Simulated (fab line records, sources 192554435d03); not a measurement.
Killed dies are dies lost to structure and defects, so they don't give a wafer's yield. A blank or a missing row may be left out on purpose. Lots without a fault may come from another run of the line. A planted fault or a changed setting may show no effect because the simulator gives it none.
fab line records | flow n5_finfet
record lots=7 wafers=21 last_day=18
route steps=1938 shown BEOL_M10@1501
lots that met no fault: from a run of the same line without faults
start_h: hours from the record's first day to the start of the lot's first wafer shown | wait_h: hours since the lot's step before | " the same as in the row above | L1.1+2: a row that stands for several wafers | - no value, or no start given | * or withheld: withheld | < > ~ a bound
route shown NAME@n: a module of which the file shows steps, and the number in the route of the first | usual: mean/standard deviation of fault-free wafers | same: alike in all rows | chamber/n: place in a boat | sites: the reading at each site | _std_site: their standard deviation | _edge_site: outer sites' mean less inner sites' | radius_mm: how far each site lies from the wafer's centre | mask NAME#n: copy n | behind: the tool/chamber that last shaped the wafer | hold: why the lot was held/for how many hours/how that ended | device: the transistor (n, p or np) that didn't switch | end of line: the same wafers' tests at the end of the route | a step without rows: its recipe alone | killed: dies lost to structure and defects at the first sort, not the wafer's yield | map: a wafer's dies, x killed, . not, _ none there
set.NAME: the setting as run; set.NAME@STEP: as run at that earlier step | model.NAME: the simulator's own value behind a step, which no gauge read
lots at some steps of the route; a table a step, a row a wafer
services: from which hour (start_h, from the record's first day; less than 0 if before it) a tool's chamber was out of use, for how many hours, and why
## steps
# step N5_BEOL_M10_DEVELOP_27
# recipe develop_time_s=30 developer=TMAH resist=CAR-ArF rinse_liquid=diw dry=air_spin dev_temp_c=23
# step N5_BEOL_M10_CD_MEAS_28
# recipe target_cd_nm=70 landing_energy_ev=500 detector=se_inlens polarity=opening
# usual cd_nm=70.1/0.95
# same landing_energy_ev=500
# columns lot.wafer tool chamber start_h wait_h cd_nm
L384.1 cd_sem-02 0 232.00 - 70.6
L384.3 " 0 " " 71.0
L384.5 " 0 " " 69.9
L389.1 cd_sem-03 0 277.09 - 70.5
L389.3 " 0 " " 70.7
L389.4 " 0 " " 69.3
L390.1 cd_sem-01 0 278.00 - 70.7
L390.3 " 0 " " 71.4
L390.6 " 0 " " 70.5
L394.3 cd_sem-02 0 286.92 - 69.9
L394.4 " 0 " " 69.8
L394.5 " 0 " " 70.5
L402.1 cd_sem-01 0 349.29 - 70.7
L402.5 " 0 " " 69.9
L402.6 " 0 " " 71.2
L406.1 cd_sem-02 0 367.75 - 70.3
L406.3 " 0 " " 70.0
L406.6 " 0 " " 69.3
L404.1 cd_sem-02 0 372.43 - 71.3
L404.5 " 0 " " 70.8
L404.6 " 0 " " 70.3
# step N5_BEOL_M10_OVL_MEAS_29
# recipe points_per_wafer=44
# usual V9_OVL=-0.2/0.6
# columns lot.wafer tool chamber start_h wait_h V9_OVL[nm]
L384.1 overlay-01 0 232.03 0.0 -0.1
L384.3 " 0 " " -0.3
L384.5 " 0 " " -0.2
L389.1 overlay-02 0 277.12 0.0 0.2
L389.3 " 0 " " 1.2
L389.4 " 0 " " -0.1
L390.1 overlay-01 0 278.03 0.0 0.2
L390.3 " 0 " " 0.0
L390.6 " 0 " " 0.3
L394.3 overlay-01 0 286.95 0.0 0.7
L394.4 " 0 " " -0.2
L394.5 " 0 " " 0.3
L402.1 overlay-02 0 349.32 0.0 -0.3
L402.5 " 0 " " -0.1
L402.6 " 0 " " 0.1
L406.1 overlay-02 0 367.78 0.0 -0.6
L406.3 " 0 " " 0.6
L406.6 " 0 " " -0.4
L404.1 overlay-02 0 372.46 0.0 -0.2
L404.5 " 0 " " -1.4
L404.6 " 0 " " -0.7
# step N5_BEOL_M10_INSPECT_30
# recipe mode=adi inspect_instrument=brightfield
# usual raw_defect_count=371/83
# columns lot.wafer tool chamber start_h wait_h raw_defect_count
L384.1 defect_inspect-02 - 232.05 0.0 509
L384.3 " - " " 580
L384.5 " - " " 601
L389.1 defect_inspect-02 - 277.14 0.0 421
L389.3 " - " " 371
L389.4 " - " " 429
L390.1 defect_inspect-02 - 278.05 0.0 309
L390.3 " - " " 382
L390.6 " - " " 304
L394.3 defect_inspect-01 - 286.97 0.0 368
L394.4 " - " " 409
L394.5 " - " " 275
L402.1 defect_inspect-02 - 349.35 0.0 444
L402.5 " - " " 304
L402.6 " - " " 429
L406.1 defect_inspect-01 - 367.80 0.0 326
L406.3 " - " " 263
L406.6 " - " " 265
L404.1 defect_inspect-01 - 372.48 0.0 409
L404.5 " - " " 304
L404.6 " - " " 332
# step N5_BEOL_M10_DESCUM_33
# recipe chemistry=O2 time_s=7.9 source_power_w=50 bias_power_w=20 pressure_mtorr=20 rf_frequency_hz=2.712e+07 temp_c=40 resist=CAR-ArF o2_flow_sccm=225
# usual drypump_motor_current_A=5.5/0.54 o2_flow_sccm=225.0/0.76 oes_product_au=0.77/0.051 rf_vpp_V=242.7/1.3 showerhead_plenum_p_Torr=2.06/0.062 throttle_valve_pct=20.51/0.21
# columns lot.wafer tool chamber start_h wait_h drypump_motor_current_A o2_flow_sccm oes_product_au rf_hours_counter_h rf_vpp_V showerhead_plenum_p_Torr throttle_valve_pct
L384.1 rie_diel-03 2 232.09 0.0 5.6 225.5 0.85 48 243.3 2.13 20.03
L384.3 " 0 " " 5.4 224.6 0.82 89 245.5 2.21 20.00
L384.5 " 0 " " 5.4 224.8 0.82 - 246.2 2.21 19.99
L389.1 rie_diel-06 3 277.18 0.0 6.6 224.6 0.76 122 243.7 2.11 20.67
L389.3 " 1 " " 4.9 223.6 0.71 197 242.1 2.02 20.78
L389.4 " 2 " " 5.5 224.1 0.77 130 242.6 2.00 20.37
L390.1 rie_diel-06 3 278.40 0.3 6.6 224.5 0.76 123 242.9 2.11 20.66
L390.3 " 0 " " 6.3 225.0 0.82 70 242.1 2.02 20.48
L390.6 " 3 " " 6.6 225.0 0.76 - 244.0 2.11 20.67
L394.3 rie_diel-06 1 287.00 0.0 4.8 225.3 0.70 201 240.7 2.01 20.78
L394.4 " 0 " " 6.2 225.8 0.82 73 242.5 2.02 20.50
L394.5 " 1 " " 4.8 224.4 0.71 - 242.9 2.01 20.79
L402.1 rie_diel-02 1 349.38 0.0 5.0 224.6 0.77 101 240.8 2.02 20.44
L402.5 " 1 " " 5.0 223.5 0.78 - 242.1 2.02 20.46
L402.6 " 2 " " 5.1 225.5 0.81 - 241.7 2.02 20.69
L406.1 rie_diel-02 2 367.84 0.0 5.1 224.9 0.81 96 243.0 2.02 20.72
L406.3 " 3 " " 5.4 223.4 0.72 209 243.9 2.18 20.68
L406.6 " 0 " " 5.4 225.4 0.68 - 242.3 2.05 20.59
L404.1 rie_diel-06 0 372.51 0.0 6.2 225.3 0.79 101 242.2 2.01 20.53
L404.5 " 0 " " 6.2 224.8 0.79 - 241.2 2.01 20.53
L404.6 " 3 " " 6.6 225.9 0.74 - 243.9 2.10 20.73
# step N5_BEOL_M10_ETCH_65
# recipe chemistry=CF4 target=SiARC target_depth_a=390 mask_material=CAR-ArF time_s=65 ion_energy_ev=80 pressure_mtorr=40 source_w=545 bias_w=36 Ar_flow_sccm=100 cf4_flow_sccm=100 ends=cleared
# step N5_BEOL_M10_ETCH_66
# recipe chemistry=N2/H2 target=SOC target_depth_a=1200 overetch_a=240 mask_material=SiARC temp_c=40 time_s=180 ion_energy_ev=200 pressure_mtorr=30 source_w=840 bias_w=150 n2_flow_sccm=200 h2_flow_sccm=200
# usual drypump_motor_current_A=5.6/0.55 oes_product_au=0.63/0.041 rf_vpp_V=522.9/2.2 showerhead_plenum_p_Torr=2.51/0.072 throttle_valve_pct=17.88/0.24
# columns lot.wafer tool chamber start_h wait_h drypump_motor_current_A oes_product_au rf_hours_counter_h rf_vpp_V showerhead_plenum_p_Torr throttle_valve_pct
L384.1 rie_diel-03 2 232.17 0.0 5.6 0.68 48 525.1 2.57 17.29
L384.3 " 0 " " 5.5 0.65 89 526.7 2.67 17.26
L384.5 " 0 " " 5.5 0.66 - 528.2 2.67 17.26
L389.1 rie_diel-06 3 277.26 0.0 6.6 0.62 122 524.9 2.56 18.12
L389.3 " 1 " " 4.9 0.58 197 519.2 2.40 17.90
L389.4 " 2 " " 5.4 0.64 130 520.8 2.44 17.72
L390.1 rie_diel-06 3 278.48 0.0 6.6 0.62 123 525.0 2.56 18.12
L390.3 " 0 " " 6.2 0.67 70 521.2 2.47 17.82
L390.6 " 3 " " 6.6 0.62 - 522.9 2.56 18.11
L394.3 rie_diel-06 1 287.09 0.0 4.9 0.58 201 521.0 2.40 17.93
L394.4 " 0 " " 6.3 0.67 73 522.4 2.47 17.81
L394.5 " 1 " " 4.9 0.58 - 519.7 2.40 17.91
L402.1 rie_diel-02 1 349.47 0.0 5.1 0.64 101 520.4 2.46 17.95
L402.5 " 1 " " 5.1 0.64 - 520.5 2.46 17.96
L402.6 " 2 " " 5.1 0.66 - 521.7 2.47 18.21
L406.1 rie_diel-02 2 367.92 0.0 5.1 0.66 96 522.8 2.47 18.21
L406.3 " 3 " " 5.4 0.59 209 524.7 2.62 17.91
L406.6 " 0 " " 5.4 0.55 - 523.2 2.51 18.14
L404.1 rie_diel-06 0 372.60 0.0 6.2 0.64 102 522.6 2.45 17.86
L404.5 " 0 " " 6.2 0.64 - 521.2 2.45 17.87
L404.6 " 3 " " 6.6 0.60 - 525.3 2.55 18.17
# step N5_BEOL_M10_STRIP_69
# recipe chemistry=N2/H2 temp_c=40 n2_flow_sccm=200 h2_flow_sccm=200 rf_frequency_hz=6e+07
# step N5_BEOL_M10_VIA_ETCH_34
# recipe chemistry=C4F6/O2 target=SiCOH_lowk target_depth_a=1845 mask_material=SOC taper_deg=4 time_s=69.2 ion_energy_ev=250 pressure_mtorr=30 source_w=345 bias_w=185 Ar_flow_sccm=300 C4F6_flow_sccm=10 O2_flow_sccm=10
# usual drypump_motor_current_A=5.6/0.55 oes_f_703_au=0.77/0.055 oes_product_au=0.77/0.052 rf_vpp_V=663/14 showerhead_plenum_p_Torr=2.82/0.071 throttle_valve_pct=21.01/0.21
# columns lot.wafer tool chamber start_h wait_h drypump_motor_current_A oes_f_703_au oes_product_au rf_hours_counter_h rf_vpp_V showerhead_plenum_p_Torr throttle_valve_pct
L384.1 rie_diel-03 2 232.30 0.0 5.6 0.83 0.85 48 659 2.90 20.55
L384.3 " 0 " " 5.5 0.82 0.81 90 680 2.97 20.31
L384.5 " 0 " " 5.5 0.82 0.82 - 677 2.97 20.33
L389.1 rie_diel-06 3 277.39 0.0 6.6 0.77 0.76 122 667 2.87 21.14
L389.3 " 1 " " 4.8 0.71 0.72 197 687 2.71 21.05
L389.4 " 2 " " 5.4 0.75 0.78 130 665 2.76 20.97
L390.1 rie_diel-06 3 278.61 0.0 6.6 0.77 0.76 123 665 2.87 21.15
L390.3 " 0 " " 6.2 0.82 0.82 70 655 2.79 21.12
L390.6 " 3 " " 6.6 0.77 0.76 - 667 2.87 21.16
L394.3 rie_diel-06 1 287.21 0.0 4.9 0.71 0.71 201 687 2.71 21.08
L394.4 " 0 " " 6.2 0.81 0.83 73 656 2.79 21.12
L394.5 " 1 " " 4.9 0.70 0.71 - 689 2.71 21.07
L402.1 rie_diel-02 1 349.59 0.0 5.1 0.75 0.77 101 662 2.78 21.16
L402.5 " 1 " " 5.0 0.75 0.77 - 664 2.78 21.18
L402.6 " 2 " " 5.1 0.84 0.82 - 637 2.76 21.16
L406.1 rie_diel-02 2 368.04 0.0 5.1 0.83 0.80 96 637 2.76 21.18
L406.3 " 3 " " 5.4 0.71 0.71 209 660 2.93 21.01
L406.6 " 0 " " 5.4 0.67 0.67 - 659 2.82 21.20
L404.1 rie_diel-06 0 372.72 0.0 6.3 0.78 0.80 102 654 2.77 21.17
L404.5 " 0 " " 6.2 0.78 0.78 - 655 2.77 21.17
L404.6 " 3 " " 6.6 0.75 0.75 - 667 2.86 21.19
# step N5_BEOL_M10_STRIP_73
# recipe chemistry=C4F6/O2 resist=SiARC rf_frequency_hz=6e+07
# step N5_BEOL_M10_STRIP_36
# recipe chemistry=N2/H2 power_w=450 temp_c=40 pressure_mtorr=20 rf_frequency_hz=6e+07 overash_fraction=0.3 bias_power_w=7 h2_frac=0.5 n2_flow_sccm=200 h2_flow_sccm=200
# usual drypump_motor_current_A=5.6/0.54 oes_product_au=0.77/0.051 rf_vpp_V=59.0/2 showerhead_plenum_p_Torr=2.50/0.072 throttle_valve_pct=23.7/0.36
# same overash_fraction=0.3
# columns lot.wafer tool chamber start_h wait_h drypump_motor_current_A oes_product_au rf_hours_counter_h rf_vpp_V showerhead_plenum_p_Torr throttle_valve_pct
L384.1 rie_diel-03 2 232.36 0.0 5.6 0.83 48 56.2 2.57 23.0
L384.3 " 0 " " 5.5 0.80 90 61.8 2.67 22.9
L384.5 " 0 " " 5.5 0.81 - 59.8 2.67 22.9
L389.1 rie_diel-06 3 277.45 0.0 6.6 0.74 122 57.5 2.56 24.1
L389.3 " 1 " " 4.8 0.70 197 56.6 2.40 23.6
L389.4 " 2 " " 5.4 0.77 130 57.4 2.44 23.4
L390.1 rie_diel-06 3 278.67 0.0 6.6 0.75 123 59.0 2.56 24.1
L390.3 " 0 " " 6.2 0.84 70 57.3 2.46 23.5
L390.6 " 3 " " 6.6 0.76 - 57.5 2.56 24.1
L394.3 rie_diel-06 1 287.28 0.0 4.8 0.71 201 58.7 2.40 23.6
L394.4 " 0 " " 6.2 0.83 73 59.5 2.46 23.6
L394.5 " 1 " " 4.9 0.70 - 57.4 2.40 23.6
L402.1 rie_diel-02 1 349.65 0.0 5.1 0.79 101 61.8 2.46 23.8
L402.5 " 1 " " 5.1 0.79 - 55.3 2.46 23.8
L402.6 " 2 " " 5.1 0.82 - 59.9 2.47 24.3
L406.1 rie_diel-02 2 368.11 0.0 5.1 0.80 96 60.2 2.46 24.3
L406.3 " 3 " " 5.4 0.71 209 60.3 2.62 23.5
L406.6 " 0 " " 5.4 0.68 - 58.3 2.51 23.9
L404.1 rie_diel-06 0 372.79 0.0 6.2 0.78 102 58.5 2.45 23.6
L404.5 " 0 " " 6.2 0.79 - 56.9 2.45 23.6
L404.6 " 3 " " 6.6 0.73 - 60.7 2.55 24.2
# step N5_BEOL_M10_TRENCH_ETCH_37
# recipe chemistry=C4F6/O2 target_depth_a=1488.3 target=SiCOH_lowk time_s=48 ion_energy_ev=250 pressure_mtorr=30 source_w=345 bias_w=185 Ar_flow_sccm=300 C4F6_flow_sccm=10 O2_flow_sccm=10
# step N5_BEOL_M10_ETCH_41
# recipe chemistry=CH3F/O2 target=SiCN target_depth_a=426 taper_deg=2 time_s=86 ion_energy_ev=120 mask_material=TiN pressure_mtorr=30 source_w=395 bias_w=75 Ar_flow_sccm=150 CH3F_flow_sccm=30 O2_flow_sccm=20
# usual drypump_motor_current_A=5.5/0.54 oes_product_au=0.77/0.051 rf_vpp_V=296.9/1.3 showerhead_plenum_p_Torr=1.98/0.053 throttle_valve_pct=16.41/0.19
# columns lot.wafer tool chamber start_h wait_h drypump_motor_current_A oes_product_au rf_hours_counter_h rf_vpp_V showerhead_plenum_p_Torr throttle_valve_pct model.etch.depth_nm
L384.1 rie_diel-03 2 232.44 - 5.6 0.85 48 299.1 2.04 15.95 32.72
L384.3 " 0 " " 5.5 0.81 90 300.5 2.10 15.81 32.69
L384.5 " 0 " " 5.4 0.81 - 297.8 2.09 15.81 32.49
L389.1 rie_diel-06 3 277.53 - 6.6 0.70 123 298.0 2.01 16.49 27.82
L389.3 " 1 " " 4.8 0.71 197 295.1 1.90 16.53 32.26
L389.4 " 2 " " 5.4 0.70 130 296.4 1.93 16.36 26.89
L390.1 rie_diel-06 3 278.75 - 6.6 0.70 123 297.3 2.02 16.48 27.72
L390.3 " 0 " " 6.2 0.82 70 296.8 1.95 16.45 32.26
L390.6 " 3 " " 6.6 0.70 - 296.7 2.01 16.50 27.74
L394.3 rie_diel-06 1 287.36 - 4.8 0.72 201 295.8 1.90 16.51 32.5
L394.4 " 0 " " 6.2 0.75 73 296.1 1.95 16.47 28.2
L394.5 " 1 " " 4.8 0.71 - 294.9 1.90 16.53 32.62
L402.1 rie_diel-02 1 349.73 - 5.0 0.77 101 295.9 1.95 16.50 31.31
L402.5 " 1 " " 5.1 0.77 - 297.3 1.95 16.49 31.07
L402.6 " 2 " " 5.2 0.82 - 297.1 1.93 16.50 32.34
L406.1 rie_diel-02 2 368.19 - 5.1 0.81 96 295.1 1.93 16.53 32.46
L406.3 " 3 " " 5.4 0.70 210 298.3 2.06 16.51 31.25
L406.6 " 0 " " 5.4 0.67 - 298.1 1.98 16.64 31.08
L404.1 rie_diel-06 0 372.87 - 6.2 0.78 102 295.9 1.94 16.51 32.43
L404.5 " 0 " " 6.2 0.78 - 295.8 1.94 16.53 32.46
L404.6 " 3 " " 6.6 0.74 - 297.9 2.00 16.54 32.45
# step N5_BEOL_M10_STRIP_77
# recipe chemistry=N2/H2 time_s=10 power_w=450 temp_c=40 pressure_mtorr=20 rf_frequency_hz=6e+07 bias_power_w=7 n2_flow_sccm=200 h2_flow_sccm=200
# usual drypump_motor_current_A=5.6/0.54 oes_product_au=0.77/0.052 rf_vpp_V=59.0/0.84 showerhead_plenum_p_Torr=2.50/0.072 throttle_valve_pct=23.7/0.36
# columns lot.wafer tool chamber start_h wait_h drypump_motor_current_A oes_product_au rf_hours_counter_h rf_vpp_V showerhead_plenum_p_Torr throttle_valve_pct
L384.1 rie_diel-03 2 - - 5.6 0.85 48 58.6 2.57 23.0
L384.3 " 0 " " 5.5 0.82 90 59.8 2.67 22.9
L384.5 " 0 " " 5.4 0.82 - 59.5 2.67 22.9
L389.1 rie_diel-06 3 - - 6.6 0.76 123 60.0 2.56 24.1
L389.3 " 1 " " 4.8 0.70 197 58.7 2.40 23.6
L389.4 " 2 " " 5.4 0.77 130 59.0 2.44 23.4
L390.1 rie_diel-06 3 - - 6.6 0.77 123 58.3 2.56 24.1
L390.3 " 0 " " 6.3 0.84 70 59.9 2.46 23.6
L390.6 " 3 " " 6.6 0.76 - 59.1 2.56 24.1
L394.3 rie_diel-06 1 - - 4.8 0.70 201 58.9 2.40 23.6
L394.4 " 0 " " 6.2 0.82 73 58.9 2.46 23.6
L394.5 " 1 " " 4.8 0.71 - 59.7 2.40 23.6
L402.1 rie_diel-02 1 - - 5.1 0.79 101 58.4 2.46 23.8
L402.5 " 1 " " 5.1 0.78 - 59.0 2.46 23.8
L402.6 " 2 " " 5.1 0.82 - 58.5 2.47 24.3
L406.1 rie_diel-02 2 - - 5.2 0.81 96 59.6 2.46 24.3
L406.3 " 3 " " 5.4 0.72 210 60.0 2.62 23.5
L406.6 " 0 " " 5.4 0.67 - 60.4 2.51 23.9
L404.1 rie_diel-06 0 - - 6.2 0.79 102 59.0 2.45 23.6
L404.5 " 0 " " 6.3 0.80 - 59.4 2.45 23.6
L404.6 " 3 " " 6.6 0.74 - 59.2 2.55 24.1
## services
# columns tool chamber start_h hours kind
rie_diel-06 3 237.05 5.0 repair
rie_diel-03 3 307.60 7.1 repair
rie_diel-02 3 335.50 4.8 repair
rie_diel-06 2 362.62 4.0 repair
## key
first_sign none at tools or gauges
model_effect step=N5_BEOL_M10_ETCH_41 value=etch.depth_nm without=32.12 struck=27.67
met_at N5_BEOL_M10_ETCH_41
struck_wafers L389.1,L389.4,L390.1,L390.6,L394.4
sort_left_out L389.1,L389.4,L390.1,L390.6,L394.4
fault kind=process_parameter_drift tool=rie_diel-06 chamber=- onset_h=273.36 steps=N5_BEOL_M10_ETCH_41 channel=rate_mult offset=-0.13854 shape=step end_h=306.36 scope=struck_wafers_only
# sort_left_out: the simulated sort isn't trusted on such a fault, so these wafers' sort isn't shown, and their yield isn't known
